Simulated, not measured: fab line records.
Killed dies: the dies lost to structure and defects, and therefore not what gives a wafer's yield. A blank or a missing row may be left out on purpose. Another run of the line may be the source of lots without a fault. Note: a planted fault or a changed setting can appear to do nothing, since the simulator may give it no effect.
Matching of chambers ; flow n5-finfet ; rie-diel-06 running N5_BEOL_M13_ETCH_38: 4 sister chambers
The step etches SiCN in CF4/N2, target depth 67.5 nm, time 71.9 s. 20 wafers are shown with their chamber, then 10 later ones without.

== WAFERS WITH THEIR CHAMBER ==
wafer;chamber;drypump-motor-current-A (A);showerhead-plenum-p-Torr (Torr);throttle-valve-pct (%)
L075.2;3;5.9;2.09;15.82
L075.3;2;5.5;2.13;15.42
L075.5;2;5.5;2.13;15.42
L076.1;2;5.5;2.13;15.40
L076.2;3;6.0;2.09;15.81
L076.5;3;6.0;2.09;15.80
L077.1;0;5.4;2.18;15.92
L077.2;3;6.0;2.09;15.82
L077.5;3;6.0;2.09;15.81
L079.2;3;5.9;2.08;15.84
L079.3;1;5.3;2.20;15.54
L079.4;0;5.4;2.18;15.95
L084.1;0;5.4;2.18;15.95
L084.3;2;5.5;2.13;15.43
L084.6;1;5.3;2.20;15.55
L085.1;0;5.4;2.17;15.98
L085.3;1;5.3;2.20;15.56
L085.6;2;5.5;2.12;15.46
L087.1;2;5.5;2.12;15.46
L087.4;1;5.3;2.20;15.56

SIGNATURES, as means of the wafers listed above
reading;chamber 0;chamber 1;chamber 2;chamber 3;scatter within a chamber
drypump-motor-current-A;5.400;5.300;5.500;5.967;0.0289
showerhead-plenum-p-Torr;2.1775;2.2000;2.1267;2.0883;0.00427
throttle-valve-pct;15.9500;15.5525;15.4317;15.8167;0.0192
Rule: for a wafer and a chamber, the distance is found by dividing, reading by reading, the gap between the wafer's reading and the chamber's mean by the reading's scatter, squaring, summing and taking the root. If the next closest chamber is less than 2 further off than the closest, the wafer can't be placed; otherwise it belongs to the closest. The scatter is the square root of a quotient: the sum, over the shown wafers, of each reading's squared deviation from its chamber's mean, divided by wafers minus chambers.

== WAFERS MISSING THEIR CHAMBER ==
wafer;drypump-motor-current-A (A);showerhead-plenum-p-Torr (Torr);throttle-valve-pct (%)
L087.5;5.5;2.12;15.46
L092.4;5.4;2.17;15.98
L092.5;5.3;2.20;15.57
L092.6;5.5;2.12;15.48
L093.2;5.5;2.12;15.49
L093.4;5.5;2.12;15.48
L093.5;5.4;2.17;15.99
L097.4;5.4;2.17;15.48
L097.5;5.4;2.17;15.47
L097.6;5.3;2.19;15.60

== THE CHAMBER EACH PASSED THROUGH ==
wafer;from the rows above;in truth
L087.5;2;2
L092.4;0;0
L092.5;1;1
L092.6;2;2
L093.2;2;2
L093.4;2;2
L093.5;0;0
L097.4;1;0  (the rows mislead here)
L097.5;can't be placed: 1 or 2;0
L097.6;1;1
Placed correctly: 8 of 10. These rows do not allow placing 1 (true chamber among the candidates in 0). Wrongly placed: 1.
